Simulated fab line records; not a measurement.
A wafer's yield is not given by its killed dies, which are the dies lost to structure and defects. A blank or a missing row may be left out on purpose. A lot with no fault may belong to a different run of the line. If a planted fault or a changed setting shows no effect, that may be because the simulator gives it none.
Matching of chambers ; flow n5Finfet ; 4 sister chambers for N5_BEOL_M5_STRIP_64 on rieDiel-02
The step strips in CF4. 4 wafers are shown with their chamber, then 8 later ones without.

## WAFERS PAIRED WITH THEIR CHAMBERS
wafer;chamber;drypumpMotorCurrentA (A)
L088.4;0;6.1
L090.3;2;5.9
L090.5;3;5.7
L093.1;1;6.3

## WAFERS WITH NO CHAMBER GIVEN
wafer;drypumpMotorCurrentA (A)
L093.2;6.0
L093.3;5.7
L095.1;5.9
L095.2;6.3
L095.3;5.7
L096.2;6.3
L096.3;5.9
L096.4;5.9

## WHICH CHAMBER EACH ONE RAN IN
wafer;from the rows above;in truth
L093.2;can't be placed: 0 or 2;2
L093.3;3;3
L095.1;2;2
L095.2;1;1
L095.3;3;3
L096.2;1;1
L096.3;2;2
L096.4;2;2
Correctly placed: 7 of 8. From these rows, 1 cannot be placed; in 1 the true chamber is one of the candidates. Wrongly placed: 0.
How it was worked out, from the rows above alone: a wafer's distance from a chamber is the root of the sum, over the readings, of the square of ((its reading less the chamber's mean) divided by the reading's scatter). If the next closest chamber is less than 2 further off than the closest, the wafer can't be placed; otherwise it belongs to the closest. A chamber's mean is the mean of its shown wafers. The scatter: root of mean squared gap, hidden wafer to nearest shown wafer, with one shown wafer a chamber.
